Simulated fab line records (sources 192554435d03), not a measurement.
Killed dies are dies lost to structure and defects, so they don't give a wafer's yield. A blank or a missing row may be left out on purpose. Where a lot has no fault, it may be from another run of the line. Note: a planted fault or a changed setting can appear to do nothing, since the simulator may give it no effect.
Which of the tools did it? || flow n5-finfet || 30 wafers sampled from 10 lots at 1 step of a route of 1938

WHAT THE GAUGES READ, wafer by wafer
N5_BEOL_M4_RC_MEAS_101.
{"lot": "L327", "measured": "day 8 11:39", "on": "prober-02", "DIBL_N (mV/V)": "35.8 35.9 38.0"}
{"lot": "L328", "measured": "day 8 13:38", "on": "prober-02", "DIBL_N (mV/V)": "36.3 37.3 37.1"}
{"lot": "L329", "measured": "day 9 05:44", "on": "prober-01", "DIBL_N (mV/V)": "38.3 35.9 36.2"}
{"lot": "L340", "measured": "day 12 06:14", "on": "prober-02", "DIBL_N (mV/V)": "35.3 41.1 36.6"}
{"lot": "L341", "measured": "day 12 12:28", "on": "prober-02", "DIBL_N (mV/V)": "34.2 33.3 36.3"}
{"lot": "L339", "measured": "day 12 14:43", "on": "prober-01", "DIBL_N (mV/V)": "34.1 35.1 34.9"}
{"lot": "L346", "measured": "day 13 06:59", "on": "prober-02", "DIBL_N (mV/V)": "33.0 38.4 35.4"}
{"lot": "L344", "measured": "day 14 05:20", "on": "prober-02", "DIBL_N (mV/V)": "35.7 35.1 36.1"}
{"lot": "L347", "measured": "day 14 11:01", "on": "prober-02", "DIBL_N (mV/V)": "33.9 35.4 34.7"}
{"lot": "L348", "measured": "day 15 03:51", "on": "prober-02", "DIBL_N (mV/V)": "38.7 36.5 34.7"}

EACH LOT AND THE TOOL THAT RAN IT (in order: tool; ch and the chambers of the sampled wafers; start)
There is no process step in the record ahead of these readings.

THE ANSWER, worked out from the rows above alone
Rule: the usual values come from the lots themselves. Put in order of their means at a reading, lots are off if they are a third of the lots or fewer, leave a main group of 4 or more, and stand apart from it by a gap of 3 or more times the standard deviation of the main group's means; of several such gaps the widest counts. If all means in a main group match to the digits the tables above print for the reading, that group is not used. A lot without any number at a reading at which 4 lots or more have one is off too. The other lots that the step has rows for count as sound.
Across all readings shown, no lot is off: no conclusion can be drawn from this.

WHAT THE SIMULATOR HAD PUT IN
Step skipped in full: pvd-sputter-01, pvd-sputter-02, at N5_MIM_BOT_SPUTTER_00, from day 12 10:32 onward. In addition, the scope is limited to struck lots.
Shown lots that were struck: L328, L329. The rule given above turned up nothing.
